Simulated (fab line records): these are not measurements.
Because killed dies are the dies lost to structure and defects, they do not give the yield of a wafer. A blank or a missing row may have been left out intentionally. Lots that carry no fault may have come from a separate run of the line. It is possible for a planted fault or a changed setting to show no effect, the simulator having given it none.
Lot-split experiment    flow n5_finfet    route with 1938 steps; 7 lots, 21 wafers read

== SPLIT DETAILS ==
At N5_FIN_SAQP_PEB_14 (peb time 60 s), the setting peb_time_s was moved away from the recipe's 60 s on 10 of the 21 wafers read, by -15.9% to +19.4%. The other wafers ran this setting at the recipe's value.

== THE PATH FROM SPLIT TO READING: the file shows 1 step between them ==
- N5_FIN_SAQP_DEVELOP_15: develop time 30 s

== THE READING ==
cd_nm (nm) at N5_FIN_SAQP_CD_MEAS_16, where the cd target is 35.6 nm. A value of 35.6 nm with a standard deviation of 0.37 nm is what fault-free wafers of this fab line usually give.

wafer   tool, chamber at the split  peb_time_s as run, s  against the recipe  cd_nm, nm  against lot-mates on the recipe
L075.1  litho_track-01, 0           67                    +11.7%              34.6       -0.9
L075.3  litho_track-01, 0           60                    recipe              35.4       -
L075.4  litho_track-01, 0           60                    recipe              35.7       -
L077.2  litho_track-02, 0           60                    recipe              35.6       -
L077.3  litho_track-02, 0           52.29                 -12.9%              37.1       +1.5
L077.6  litho_track-02, 0           52.29                 -12.9%              37.2       +1.6
L078.2  litho_track-01, 0           50.46                 -15.9%              37.8       +2.9
L078.4  litho_track-01, 0           50.46                 -15.9%              37.5       +2.6
L078.5  litho_track-01, 0           60                    recipe              34.9       -
L082.2  litho_track-01, 0           60                    recipe              35.8       -
L082.4  litho_track-01, 0           71.66                 +19.4%              33.6       -2.2
L082.6  litho_track-01, 0           71.66                 +19.4%              33.7       -2.1
L084.1  litho_track-03, 0           53.28                 -11.2%              37.8       +2.1
L084.3  litho_track-03, 0           60                    recipe              35.3       -
L084.6  litho_track-03, 0           60                    recipe              36.1       -
L091.1  litho_track-01, 0           60                    recipe              35.1       -
L091.2  litho_track-01, 0           71.19                 +18.6%              33.4       -1.7
L091.3  litho_track-01, 0           71.19                 +18.6%              33.4       -1.7
L095.3  litho_track-03, 0           60                    recipe              35.6       -
L095.5  litho_track-03, 0           60                    recipe              35.8       -
L095.6  litho_track-03, 0           60                    recipe              36.2       -

FIT RESULTS
A straight line over all 21 wafers: cd_nm changes by -0.118 nm for each +1% of peb_time_s; r = -0.97; the points scatter about the line by 0.37 nm.
The same after taking each lot's own level away (the mean of its wafers on the recipe; 21 wafers): -0.123 nm for each +1%; r = -0.97; scatter 0.36 nm.
According to that fit, moving peb_time_s by its largest amount changes the reading by 2.4 nm.
The lots' own levels span 34.90 to 35.87 nm, that is 2.6 times the standard deviation above.
So the lot-to-lot level changes the slope little: the two slopes agree.
Check: with one of the wafers moved furthest among these (+19.4%) left out of the fit, the line predicts -2.17 nm for it against its lot-mates. It came out at -2.2 nm against them.

== FURTHER SPLITS ON THESE WAFERS ==
Other splits were also applied to these wafers ahead of the reading. Each is held against what the fit with the lots' levels taken away leaves over:
other split on the same wafers           wafers away from the commonest value  r with cd_nm (lot level and that fit taken away)
N5_ZERO_LAYER_PECVD_02 time_s            10                                    +0.34
N5_ZERO_LAYER_COAT_05 spin_rpm           4                                     +0.21
N5_ZERO_LAYER_DEVELOP_10 develop_time_s  6                                     -0.31
N5_WELL_APT_COAT_02 spin_rpm             5                                     +0.01
N5_FIN_SAQP_COAT_50 spin_rpm             7                                     +0.00

== FILE'S OWN FIT ==
cd_nm changes by -0.123 nm for each +1% of peb_time_s, r = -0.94.
